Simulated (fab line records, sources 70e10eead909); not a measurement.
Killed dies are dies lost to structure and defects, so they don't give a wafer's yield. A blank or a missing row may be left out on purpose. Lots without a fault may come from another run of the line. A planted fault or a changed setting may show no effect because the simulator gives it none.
fab line records | flow nand_harc
record lots=14 wafers=42 last_day=24
route steps=1159 shown A_ONON_D1@443 A_CHANNEL_HOLE_D1@468
lots that met no fault: from a run of the same line without faults
start_h: hours from the record's first day to the start of the lot's first wafer shown | wait_h: hours since the lot's step before | " the same as in the row above | L1.1+2: a row that stands for several wafers | - no value, or no start given | * or withheld: withheld | < > ~ a bound
route shown NAME@n: a module of which the file shows steps, and the number in the route of the first | usual: mean/standard deviation of fault-free wafers | same: alike in all rows | chamber/n: place in a boat | sites: the reading at each site | _std_site: their standard deviation | _edge_site: outer sites' mean less inner sites' | radius_mm: how far each site lies from the wafer's centre | mask NAME#n: copy n | behind: the tool/chamber that last shaped the wafer | hold: why the lot was held/for how many hours/how that ended | device: the transistor (n, p or np) that didn't switch | end of line: the same wafers' tests at the end of the route | a step without rows: its recipe alone | killed: dies lost to structure and defects at the first sort, not the wafer's yield | map: a wafer's dies, x killed, . not, _ none there
set.NAME: the setting as run; set.NAME@STEP: as run at that earlier step | model.NAME: the simulator's own value behind a step, which no gauge read
steps of the route over a sample of lots; a table a step, a row a wafer
services: from which hour (start_h, from the record's first day; less than 0 if before it) a tool's chamber was out of use, for how many hours, and why
## steps
# step NHARC_A_ONON_D1_THK_MEAS_27
# recipe thk_meas_gauge=ellipsometry
# usual thk_nm=998/9.7
# columns lot.wafer tool chamber start_h wait_h thk_nm
L188.1 film_metro-02 - 175.06 - 997
L188.2 " - " " 995
L188.6 " - " " 995
L186.1 film_metro-01 - 175.08 - 991
L186.2 " - " " 991
L186.5 " - " " 991
L187.1 film_metro-02 - 183.18 - 1004
L187.3 " - " " 1002
L187.4 " - " " 1003
L190.1 film_metro-02 - 183.38 - 1003
L190.3 " - " " 1001
L190.4 " - " " 1003
L189.2 film_metro-02 - 191.31 - 1005
L189.3 " - " " 1001
L189.4 " - " " 1003
L191.1 film_metro-02 - 191.31 - 1003
L191.3 " - " " 1004
L191.4 " - " " 1003
L192.3 film_metro-02 - 205.21 - 975
L192.4 " - " " 976
L192.6 " - " " 975
L193.1 film_metro-01 - 215.72 - 1001
L193.2 " - " " 1000
L193.6 " - " " 1001
L197.1 film_metro-02 - 244.80 - 997
L197.2 " - " " 996
L197.3 " - " " 996
L199.2 film_metro-02 - 245.02 - 1017
L199.4 " - " " 1019
L199.5 " - " " 1019
L200.1 film_metro-02 - 266.93 - 977
L200.2 " - " " 978
L200.5 " - " " 977
L203.1 film_metro-01 - 275.71 - 1005
L203.3 " - " " 1008
L203.4 " - " " 1004
L206.1 film_metro-02 - 286.52 - 998
L206.2 " - " " 998
L206.6 " - " " 997
L209.2 film_metro-02 - 298.76 - 995
L209.4 " - " " 994
L209.6 " - " " 996
# step NHARC_A_CHANNEL_HOLE_D1_ETCH_34
# recipe target_depth_a=1540 time_s=77 cf4_flow_sccm=100 chf3_flow_sccm=30 ar_flow_sccm=0 rf_w=500 bias_w=200 chemistry=CF4/CHF3
# usual drypump_motor_current_A=5.6/0.54 oes_product_au=0.933/0.022 rf_fwd_power_W=495.3/2 rf_vpp_V=370.9/2.3 showerhead_plenum_p_Torr=1.58/0.063 throttle_valve_pct=16.804/0.0092
# columns lot.wafer tool chamber start_h wait_h drypump_motor_current_A oes_product_au rf_fwd_power_W rf_hours_counter_h rf_vpp_V showerhead_plenum_p_Torr throttle_valve_pct
L188.1 rie_diel-12 2 185.98 - 5.1 0.910 496.9 9 369.6 1.58 16.800
L188.2 " 3 " " 5.1 0.930 497.9 9 372.9 1.65 16.803
L188.6 " 3 " " 5.1 0.916 495.6 - 372.8 1.65 16.810
L186.2 rie_diel-10 1 186.13 - 5.7 0.975 497.1 0 373.2 1.64 16.803
L186.1 " 2 " " 5.3 0.963 497.4 0 369.7 1.55 16.782
L186.5 " 2 " " 5.3 0.968 497.3 - 368.9 1.55 16.803
L187.3 rie_diel-12 3 190.33 - 5.1 0.976 498.3 9 373.3 1.65 16.791
L187.1 " 1 " " 5.7 0.960 492.6 10 371.3 1.58 16.796
L187.4 " 2 " " 5.1 0.974 494.5 10 370.1 1.58 16.806
L190.3 rie_diel-12 1 192.21 - 5.7 0.933 492.7 11 372.0 1.58 16.816
L190.4 " 2 " " 5.1 0.927 494.0 10 371.0 1.58 16.806
L190.1 " 3 " " 5.1 0.927 497.0 10 373.1 1.65 16.811
L191.3 rie_diel-12 1 198.31 - 5.7 0.927 497.2 11 370.3 1.58 16.802
L191.1 " 2 " " 5.1 0.922 495.1 11 369.9 1.58 16.785
L191.4 " 0 " " 6.7 0.929 493.0 10 373.6 1.69 16.810
L189.2 rie_diel-06 3 198.68 - 6.1 0.912 495.4 8 371.6 1.58 16.803
L189.4 " 0 " " 4.8 0.915 493.9 9 370.8 1.56 16.812
L189.3 " 1 " " 6.2 0.928 494.0 9 368.6 1.51 16.795
L192.4 rie_diel-06 3 210.26 - 6.1 0.983 496.1 9 370.1 1.58 16.786
L192.3 " 1 " " 6.2 0.967 492.2 10 366.9 1.50 16.816
L192.6 " 3 " " 6.1 0.968 499.9 - 373.3 1.58 16.804
L193.1 rie_diel-12 1 220.67 - 5.7 0.947 493.7 0 370.7 1.58 16.793
L193.2 " 3 " " 5.1 0.938 496.1 1 372.0 1.65 16.809
L193.6 " 0 " " 6.7 0.962 493.7 - 375.0 1.69 16.794
L197.2 rie_diel-12 3 249.36 - 5.1 0.706 298.4 3 372.7 1.65 16.796
L197.1 " 1 " " 5.7 0.718 293.9 3 372.3 1.58 16.798
L197.3 " 2 " " 5.1 0.716 295.6 3 369.8 1.57 16.787
L199.4 rie_diel-10 1 249.93 - 5.7 0.933 493.7 5 372.0 1.64 16.808
L199.2 " 3 " " 5.1 0.910 499.0 6 366.9 1.49 16.816
L199.5 " 1 " " 5.7 0.932 492.8 - 373.7 1.64 16.800
L200.1 rie_diel-12 2 271.46 - 5.1 0.702 297.1 4 370.5 1.57 16.815
L200.2 " 3 " " 5.1 0.694 296.3 4 372.9 1.65 16.822
L200.5 " 1 " " 5.7 0.700 295.2 - 371.0 1.58 16.806
L203.4 rie_diel-10 0 280.14 - 5.9 0.942 496.5 8 368.3 1.51 16.807
L203.3 " 1 " " 5.7 0.920 497.1 10 372.7 1.63 16.798
L203.1 " 2 " " 5.3 0.923 495.1 10 370.1 1.55 16.810
L206.1 rie_diel-10 2 292.78 - 5.3 0.910 495.5 11 369.3 1.55 16.814
L206.2 " 3 " " 5.1 0.922 496.8 11 367.9 1.49 16.801
L206.6 " 0 " " 5.9 0.899 495.0 - 368.3 1.51 16.808
L209.4 rie_diel-10 3 306.04 - 5.1 0.925 493.3 11 368.7 1.49 16.808
L209.2 " 2 " " 5.3 0.917 495.0 12 369.9 1.55 16.825
L209.6 " 0 " " 5.9 0.902 493.6 - 369.5 1.51 16.798
# step NHARC_A_CHANNEL_HOLE_D1_ETCH_20
# recipe bias_v=3000 source_w=withheld pressure_mtorr=20 time_s=361.9 ar_flow_sccm=375 c4f8_flow_sccm=89.3 o2_flow_sccm=35.7 temp_c=-20 target_depth_a=16000 chemistry=C4F8/O2/Ar
# usual drypump_motor_current_A=5.6/0.45 showerhead_plenum_p_Torr=3.74/0.088 throttle_valve_pct=32.156/0.0085
# columns lot.wafer tool chamber start_h wait_h drypump_motor_current_A rf_hours_counter_h showerhead_plenum_p_Torr throttle_valve_pct
L188.2 har_etch-01 1 186.84 0.1 5.1 195 3.82 32.148
L188.1 " 0 " " 5.6 195 3.79 32.159
L188.6 " 0 " " 5.5 - 3.79 32.150
L186.1 har_etch-02 0 186.99 0.1 5.3 100 3.80 32.160
L186.2 " 1 " " 6.2 100 3.62 32.140
L186.5 " 1 " " 6.2 - 3.62 32.165
L187.1 har_etch-01 0 191.24 0.1 5.5 199 3.79 32.159
L187.4 " 1 " " 5.1 - 3.82 32.161
L187.3 " 0 " " 5.6 - 3.79 32.161
L190.1 har_etch-02 0 193.07 0.1 5.2 104 3.80 32.166
L190.3 " 0 " " 5.3 - 3.80 32.152
L190.4 " 1 " " 6.2 - 3.61 32.144
L191.1 har_etch-02 1 199.23 0.1 6.2 107 3.61 32.171
L191.4 " 0 " " 5.2 - 3.80 32.159
L191.3 " 1 " " 6.2 - 3.61 32.170
L189.2 har_etch-01 0 199.55 0.1 5.6 206 3.79 32.149
L189.4 " 0 " " 5.6 - 3.79 32.163
L189.3 " 1 " " 5.1 - 3.82 32.153
L192.4 har_etch-02 1 211.22 0.2 6.2 - 3.61 32.141
L192.3 " 0 " " 5.3 - 3.80 32.156
L192.6 " 0 " " 5.3 - 3.80 32.166
L193.1 har_etch-01 0 221.52 0.1 5.6 210 3.78 32.154
L193.2 " 1 " " 5.1 210 3.81 32.154
L193.6 " 0 " " 5.6 - 3.79 32.155
L197.1 har_etch-01 1 250.23 0.1 5.1 223 3.81 32.159
L197.2 " 0 " " 5.6 223 3.78 32.158
L197.3 " 1 " " 5.1 - 3.81 32.165
L199.2 har_etch-02 1 254.34 0.1 6.2 131 3.60 32.157
L199.4 " 0 " " 5.3 - 3.79 32.157
L199.5 " 1 " " 6.2 - 3.60 32.156
L200.2 har_etch-02 0 272.31 0.1 5.2 139 3.78 32.163
L200.1 " 1 " " 6.2 139 3.60 32.159
L200.5 " 1 " " 6.2 - 3.59 32.141
L203.1 har_etch-01 1 281.00 0.1 5.1 239 3.80 32.152
L203.3 " 1 " " 5.0 - 3.80 32.147
L203.4 " 0 " " 5.6 - 3.77 32.157
L206.1 har_etch-01 1 293.63 0.1 5.1 244 3.80 32.146
L206.2 " 0 " " 5.6 244 3.77 32.166
L206.6 " 0 " " 5.6 - 3.77 32.152
L209.2 har_etch-02 1 306.97 0.1 6.2 156 3.59 32.154
L209.4 " 1 " " 6.2 - 3.59 32.150
L209.6 " 1 " " 6.2 - 3.59 32.163
# step NHARC_A_CHANNEL_HOLE_D1_ETCH_21
# recipe bias_v=3000 source_w=withheld pressure_mtorr=20 time_s=514.3 ar_flow_sccm=375 c4f8_flow_sccm=89.3 o2_flow_sccm=35.7 temp_c=-20 target_depth_a=16000 chemistry=C4F8/O2/Ar
# usual drypump_motor_current_A=5.6/0.45 showerhead_plenum_p_Torr=3.74/0.088 throttle_valve_pct=32.154/0.011
# columns lot.wafer tool chamber start_h wait_h drypump_motor_current_A rf_hours_counter_h showerhead_plenum_p_Torr throttle_valve_pct
L188.2 har_etch-01 1 187.15 0.3 5.1 195 3.82 32.157
L188.1 " 0 " " 5.6 195 3.79 32.161
L188.6 " 0 " " 5.6 - 3.79 32.145
L186.1 har_etch-02 0 187.31 0.3 5.3 100 3.80 32.158
L186.2 " 1 " " 6.2 100 3.62 32.164
L186.5 " 1 " " 6.2 - 3.62 32.157
L187.1 har_etch-01 0 191.57 0.3 5.5 199 3.79 32.154
L187.4 " 1 " " 5.1 - 3.82 32.155
L187.3 " 0 " " 5.6 - 3.79 32.145
L190.1 har_etch-02 0 193.38 0.3 5.2 104 3.80 32.164
L190.3 " 0 " " 5.2 - 3.80 32.146
L190.4 " 1 " " 6.2 - 3.61 32.118
L191.1 har_etch-02 1 199.56 0.3 6.2 108 3.61 32.171
L191.4 " 0 " " 5.2 - 3.80 32.145
L191.3 " 1 " " 6.3 - 3.61 32.153
L189.2 har_etch-01 0 199.86 0.3 5.6 206 3.79 32.150
L189.4 " 0 " " 5.6 - 3.79 32.155
L189.3 " 1 " " 5.1 - 3.82 32.164
L192.4 har_etch-02 1 211.57 0.3 6.2 - 3.61 32.150
L192.3 " 0 " " 5.2 - 3.80 32.156
L192.6 " 0 " " 5.2 - 3.80 32.161
L193.1 har_etch-01 0 221.83 0.3 5.6 210 3.78 32.134
L193.2 " 1 " " 5.1 210 3.81 32.156
L193.6 " 0 " " 5.6 - 3.79 32.150
L197.1 har_etch-01 1 250.54 0.3 5.1 224 3.81 32.150
L197.2 " 0 " " 5.6 224 3.78 32.155
L197.3 " 1 " " 5.1 - 3.81 32.152
L199.2 har_etch-02 1 254.67 0.3 6.2 132 3.60 32.143
L199.4 " 0 " " 5.3 - 3.79 32.144
L199.5 " 1 " " 6.2 - 3.60 32.151
L200.2 har_etch-02 0 272.62 0.3 5.2 140 3.78 32.164
L200.1 " 1 " " 6.2 140 3.59 32.148
L200.5 " 1 " " 6.2 - 3.59 32.140
L203.1 har_etch-01 1 281.32 0.3 5.1 239 3.80 32.146
L203.3 " 1 " " 5.1 - 3.80 32.168
L203.4 " 0 " " 5.6 - 3.77 32.146
L206.1 har_etch-01 1 293.95 0.3 5.1 244 3.80 32.155
L206.2 " 0 " " 5.6 244 3.77 32.150
L206.6 " 0 " " 5.6 - 3.77 32.141
L209.2 har_etch-02 1 307.31 0.3 6.2 156 3.59 32.148
L209.4 " 1 " " 6.2 - 3.59 32.172
L209.6 " 1 " " 6.2 - 3.59 32.162
## services
# columns tool chamber start_h hours kind
rie_diel-10 - 176.50 9.0 pm
rie_diel-12 0 181.74 - clean
rie_diel-12 1 181.74 - clean
rie_diel-12 2 181.74 - clean
rie_diel-12 3 181.74 - clean
rie_diel-06 - 184.19 6.1 repair
rie_diel-12 - 202.40 9.0 pm
rie_diel-12 0 202.40 9.0 vent_cycle
rie_diel-12 1 202.40 9.0 vent_cycle
rie_diel-12 2 202.40 9.0 vent_cycle
rie_diel-12 3 202.40 9.0 vent_cycle
rie_diel-12 0 211.40 - clean
rie_diel-12 1 211.40 - clean
rie_diel-12 2 211.40 - clean
rie_diel-12 3 211.40 - clean
rie_diel-10 0 225.25 10.0 repair
rie_diel-12 0 235.90 - clean
rie_diel-12 1 235.90 - clean
rie_diel-12 2 235.90 - clean
rie_diel-12 3 235.90 - clean
rie_diel-06 - 241.20 9.0 pm
har_etch-01 - 305.00 17.0 pm
har_etch-01 0 305.00 17.0 vent_cycle
har_etch-01 1 305.00 17.0 vent_cycle
## key
first_sign step=NHARC_A_CHANNEL_HOLE_D1_ETCH_34 reading=rf_fwd_power_W direction=down sigmas=99+ usual=* struck=*
effect step=NHARC_A_CHANNEL_HOLE_D1_ETCH_34 reading=oes_product_au direction=down sigmas=10 usual=0.933 struck=0.706
met_at NHARC_A_CHANNEL_HOLE_D1_ETCH_34
struck_lots L197,L200
later_rows_left_out L197.1,L197.2,L197.3,L200.1,L200.2,L200.5
sort_left_out L197.1,L197.2,L197.3,L200.1,L200.2,L200.5
tester_left_out L197,L200
not_acting_at NHARC_A_ONON_D1_THK_MEAS_27,NHARC_A_CHANNEL_HOLE_D1_ETCH_20,NHARC_A_CHANNEL_HOLE_D1_ETCH_21
onset_between 220.67 249.36
fault kind=process_parameter_drift tool=rie_diel-12 chamber=- onset_h=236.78 steps=NHARC_A_CHANNEL_HOLE_D1_ETCH_34 channel=rf_w offset=* shape=step end_h=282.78 acts_in=* stated=*
# tester_left_out: of these lots the tester's yield and bins aren't shown, on N5 and GAA mostly nor the transistor test; their killed dies are dies lost to structure and defects alone, not to doping, threshold or leakage, so they don't give the yield
# sort_left_out: the simulated sort isn't trusted on such a fault, so these wafers' sort isn't shown, and their yield isn't known
# later_rows_left_out: the simulator's readings of these wafers behind a module that went badly wrong aren't trusted and aren't shown, but for the sort
